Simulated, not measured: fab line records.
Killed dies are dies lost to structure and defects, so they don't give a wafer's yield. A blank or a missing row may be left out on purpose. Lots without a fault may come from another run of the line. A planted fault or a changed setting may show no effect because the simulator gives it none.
Which tool is to blame? :: flow nand harc :: Sampling: 6 lots, 18 wafers, 4 of 1159 route steps

WHAT THE GAUGES READ, wafer by wafer
NHARC_END_SORT_01.
lot: L758
measured: day 21 06:38
on: prober-02
killed open: 3 1 3

lot: L763
measured: day 22 06:52
on: prober-01
killed open: 4 2 3

lot: L769
measured: day 23 22:02
on: prober-01
killed open: 4 4 0

WHAT TOOL EACH LOT RAN ON (gives the tool, then ch and the chambers of the sampled wafers, and finally the start)
lot: L758
NHARC_P_M2_DEP_00: pecvd-04 ch 0,1,2, day 8 02:22
NHARC_THIN_TSV_PRE_CLEAN_50: -
NHARC_THIN_TSV_ANNEAL_52: -

lot: L763
NHARC_P_M2_DEP_00: pecvd-03 ch 1,2, day 9 10:10
NHARC_THIN_TSV_PRE_CLEAN_50: pvd sputter-02, day 21 13:25 or earlier
NHARC_THIN_TSV_ANNEAL_52: rtp anneal-02 ch 0, day 21 13:25

lot: L766
NHARC_P_M2_DEP_00: pecvd-02 ch 0,1,2, day 10 06:28
NHARC_THIN_TSV_PRE_CLEAN_50: pvd sputter-02, day 22 11:20 or earlier
NHARC_THIN_TSV_ANNEAL_52: rtp anneal-02 ch 0, day 22 11:20

lot: L769
NHARC_P_M2_DEP_00: pecvd-03 ch 1,2, day 10 13:09
NHARC_THIN_TSV_PRE_CLEAN_50: pvd sputter-03, day 23 07:19 or earlier
NHARC_THIN_TSV_ANNEAL_52: rtp anneal-02 ch 0, day 23 07:19

lot: L771
NHARC_P_M2_DEP_00: pecvd-02 ch 0,1,2, day 11 07:13
NHARC_THIN_TSV_PRE_CLEAN_50: pvd sputter-03, day 24 02:24 or earlier
NHARC_THIN_TSV_ANNEAL_52: rtp anneal-01 ch 0, day 24 02:24

lot: L773
NHARC_P_M2_DEP_00: pecvd-02 ch 0,1,2, day 11 23:09
NHARC_THIN_TSV_PRE_CLEAN_50: pvd sputter-02, day 24 05:29 or earlier
NHARC_THIN_TSV_ANNEAL_52: rtp anneal-01 ch 0, day 24 05:29
- NHARC_P_M2_DEP_00: deposits SiOC, target thk 182.5 nm.
- NHARC_THIN_TSV_PRE_CLEAN_50: time 30 s.
- NHARC_THIN_TSV_ANNEAL_52: time 90 s.

THE ANSWER, worked out from the rows above alone
Rule: usual is defined by the lots themselves. The widest of any qualifying gaps counts: lots, ordered by their means at a reading, are off when they make up no more than a third of the lots, leave a main group of 4 or more, and stand apart from it by 3 or more times the standard deviation of that group's means. A main group whose means are all the same, to the digits that the tables above print for the reading, isn't used. A lot without any number at a reading at which 4 lots or more have one is off too. The other lots that the step has rows for count as sound.
No lot is off at any reading shown: from this, nothing can be told.

WHAT HAD BEEN PUT IN BY THE SIMULATOR
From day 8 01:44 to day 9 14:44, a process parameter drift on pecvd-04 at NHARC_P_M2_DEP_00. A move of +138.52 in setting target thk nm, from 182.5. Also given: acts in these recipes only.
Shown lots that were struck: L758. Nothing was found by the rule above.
